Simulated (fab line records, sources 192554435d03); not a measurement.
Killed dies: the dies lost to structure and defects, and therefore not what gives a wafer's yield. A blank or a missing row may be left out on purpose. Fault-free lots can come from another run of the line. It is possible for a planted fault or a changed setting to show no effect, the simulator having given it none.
fab line records	flow n5-finfet
[record] lots = 7	wafers = 39
route steps=1938 shown PMOS_HMC_CHANNEL_EPI@57 FIN_SAQP@130 SD_EPI_P@321 MOL_CONTACT_COAG@559 BEOL_M0_CUTY@711 BEOL_M2@882 BEOL_M4@1082
start-h: hours from the record's first day to the start of the lot's first wafer shown	wait-h: how many hours have passed since the lot's step before this one	" repeats the value in the row above	L1.1+2: one row covering several wafers at once	- no value, or no start was given	* or withheld: withheld	< > ~ a bound
route shown NAME@n: a module of which the file shows steps, and the number in the route of the first	usual: average and standard deviation across the fault-free wafers	same: alike in all rows	chamber/n: place in a boat	sites: per-site readings	_std_site: the standard deviation of these	_edge_site: mean of outer sites minus mean of inner sites	radius-mm: for every site, how far away it sits from the centre of the wafer	mask NAME#n: copy n	behind: the last tool/chamber to shape the wafer	hold: reason for holding the lot/hours on hold/outcome of the hold	device: the transistor (n, p or np) that didn't switch	end of line: tests of these same wafers at the route's end	for a step that has no rows: nothing shown but its recipe	killed: count of dies lost to structure and defects at first sort (not the wafer's yield)	map: a wafer's dies, marking killed ones x, the rest . and places with no die _
set.NAME: the setting as run; set.NAME@STEP: as run at that earlier step	model.NAME: the simulator's own value behind a step, which no gauge read
lots where settings were altered on purpose, with a table for each step and a row for each wafer
[[steps]]
[step N5_PMOS_HMC_CHANNEL_EPI_HM_DEP_34]
[recipe] material = SiO2	target-thk-a = 360	temp-c = 400	precursor = TEOS/O2	pressure-torr = 6.5	rf-w = 900	teos-flow-sccm = 161.4	gas = O2	flow-sccm = 2650	time-s = 6.9
[step N5_FIN_SAQP_ETCH_65]
[recipe] chemistry = CF4	target = SiO2	target-depth-a = 40	ion-energy-ev = 350	time-s = 4.4	pressure-mtorr = 10	icp-w = 800	bias-w = 400	cf4-flow-sccm = 80
[step N5_SD_EPI_P_EPI_21]
[recipe] material = SiGe:B	dopant = B	temp-c = 550	pressure-torr = 20	ambient = H2	time-s = 355
[step N5_MOL_CONTACT_COAG_ALD_27]
[recipe] material = SiOC	target-thk-a = 170	temp-c = 400	ald-precursor-family = carbosiloxane	ald-co-reactant = H2-plasma	pulse-time-s = 1.5	time-s = 2720	purge-time-s = 2	co-reactant-purge-time-s = 2	ald-cycles = 340	pressure-torr = 2
[step N5_BEOL_M0_CUTY_DESCUM_61]
[recipe] chemistry = O2	time-s = 7.9	source-power-w = 50	bias-power-w = 20	pressure-mtorr = 20	rf-frequency-hz = 2.712e+07	temp-c = 40	resist = CAR-ArF-block	o2-flow-sccm = 225
[step N5_BEOL_M2_ALD_98]
[recipe] material = SiO2	target-thk-a = 25	temp-c = 100	ald-precursor-family = BDEAS	ald-co-reactant = O2-plasma	pulse-time-s = 1	co-reactant-pulse-time-s = 1	purge-time-s = 2	co-reactant-purge-time-s = 2	ald-cycles = 17	pressure-torr = 2
[step N5_BEOL_M4_SURFACE_TREAT_85]
[recipe] gas = Ar	time-s = *	ion-energy-ev = *	ion-current-ma-cm2 = 0.5	pressure-mtorr = *	ar-flow-sccm = 30
[step N5_BEOL_M4_RC_MEAS_101]
[usual] REXT_P = 99.9/2	RS_SD_P = 65.7/1.3
lot.wafer	tool	chamber	start-h	wait-h	set.target-thk-a@PMOS_HMC_CHANNEL_EPI_HM_DEP_34	set.time-s@FIN_SAQP_ETCH_65	set.time-s@SD_EPI_P_EPI_21	set.time-s@MOL_CONTACT_COAG_ALD_27	set.time-s@BEOL_M0_CUTY_DESCUM_61	set.ald-cycles@BEOL_M2_ALD_98	set.time-s@BEOL_M4_SURFACE_TREAT_85	REXT_P[ohm.um]	RS_SD_P[ohm/sq]
L080.1	prober-01	0	198.46	0.1	360	4.4	199.1	2720	7.9	17	*	118.5	105.0
L080.2	"	0	"	"	360	6.912	355	2036	7.9	25	*	100.6	63.7
L080.3	"	0	"	"	242.9	6.912	355	2720	7.9	25	*	101.2	65.2
L080.4	"	0	"	"	242.9	4.4	355	2036	6.624	17	*	99.6	64.5
L080.5	"	0	"	"	242.9	6.912	199.1	2036	6.624	17	*	120.4	107.4
L080.6	"	0	"	"	360	4.4	199.1	2720	6.624	25	*	118.1	104.1
L082.1	prober-02	0	232.92	0.0	565.8	4.4	416	3646	7.9	8	*	97.5	58.9
L082.2	"	0	"	"	565.8	6.178	355	2720	7.9	17	*	99.4	65.6
L082.3	"	0	"	"	360	6.178	416	2720	7.9	17	*	99.4	59.4
L082.4	"	0	"	"	360	6.178	355	3646	5.842	8	*	99.6	65.2
L082.5	"	0	"	"	565.8	4.4	355	3646	5.842	17	*	100.1	65.3
L082.6	"	0	"	"	360	4.4	416	2720	5.842	8	*	97.6	58.8
L083.1	prober-01	0	233.68	0.0	360	4.4	355	2720	7.9	17	*	100.2	66.1
L083.2	"	0	"	"	360	4.4	355	2720	7.9	17	*	98.7	65.5
L083.5	"	0	"	"	360	4.4	355	2720	7.9	17	*	99.2	65.4
L085.1	prober-01	0	255.86	0.0	419.9	4.4	355	2720	6.341	17	*	99.3	65.6
L085.2	"	0	"	"	419.9	4.4	355	2720	7.9	8	*	100.9	67.5
L085.3	"	0	"	"	419.9	4.4	355	1145	6.341	8	*	101.5	66.4
L085.4	"	0	"	"	360	4.4	355	1145	7.9	17	*	102.2	66.9
L085.5	"	0	"	"	360	4.4	355	1145	7.9	8	*	100.0	66.8
L085.6	"	0	"	"	360	4.4	355	2720	6.341	17	*	101.6	66.1
L088.1	prober-01	0	268.83	0.0	360	4.4	267.8	1528	7.9	17	*	109.3	79.3
L088.2	"	0	"	"	360	4.4	355	2720	7.9	20	*	97.9	64.6
L088.3	"	0	"	"	360	4.4	267.8	2720	12.59	17	*	107.6	79.0
L088.4	"	0	"	"	360	3.073	355	2720	12.59	17	*	98.8	64.4
L088.5	"	0	"	"	360	3.073	267.8	1528	12.59	20	*	107.2	76.8
L088.6	"	0	"	"	360	3.073	355	1528	7.9	20	*	98.2	64.4
L091.1	prober-02	0	299.15	0.0	360	3.013	412.6	2720	10.1	17	*	98.4	59.0
L091.2	"	0	"	"	256.4	3.013	412.6	2720	7.9	17	*	97.2	58.2
L091.3	"	0	"	"	360	4.4	355	2720	10.1	17	*	99.7	65.2
L091.4	"	0	"	"	360	4.4	355	2720	7.9	9	*	97.7	64.3
L091.5	"	0	"	"	256.4	3.013	355	2720	10.1	9	*	100.4	65.5
L091.6	"	0	"	"	256.4	4.4	412.6	2720	7.9	9	*	97.3	58.4
L092.1	prober-02	0	301.42	0.0	360	5.942	514.4	2720	7.9	25	*	95.5	51.4
L092.2	"	0	"	"	183.1	5.942	355	2720	3.479	17	*	101.2	66.4
L092.3	"	0	"	"	183.1	4.4	514.4	2720	3.479	25	*	93.5	52.1
L092.4	"	0	"	"	183.1	4.4	355	2720	7.9	17	*	100.6	66.3
L092.5	"	0	"	"	360	5.942	355	2720	7.9	25	*	99.4	67.3
L092.6	"	0	"	"	360	4.4	514.4	2720	3.479	17	*	96.0	51.5
[[key]]
[split] step = N5_PMOS_HMC_CHANNEL_EPI_HM_DEP_34	setting = target-thk-a	stated-as = 360
response none clear
[split] step = N5_FIN_SAQP_ETCH_65	setting = time-s	stated-as = 4.4
response none clear
[split] step = N5_SD_EPI_P_EPI_21	setting = time-s	stated-as = 355
[response] step = N5_BEOL_M4_RC_MEAS_101	reading = RS_SD_P	slope = -0.599	per = 1%	together-with = all	explained = 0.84
[response] step = N5_BEOL_M4_RC_MEAS_101	reading = REXT_P	slope = -0.264	per = 1%	together-with = all	explained = 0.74
[split] step = N5_MOL_CONTACT_COAG_ALD_27	setting = time-s	stated-as = 2720
response none clear
[split] step = N5_BEOL_M0_CUTY_DESCUM_61	setting = time-s	stated-as = 7.9
response none clear
[split] step = N5_BEOL_M2_ALD_98	setting = ald-cycles	stated-as = 17
response none clear
[split] step = N5_BEOL_M4_SURFACE_TREAT_85	setting = time-s	stated-as = *
response none clear
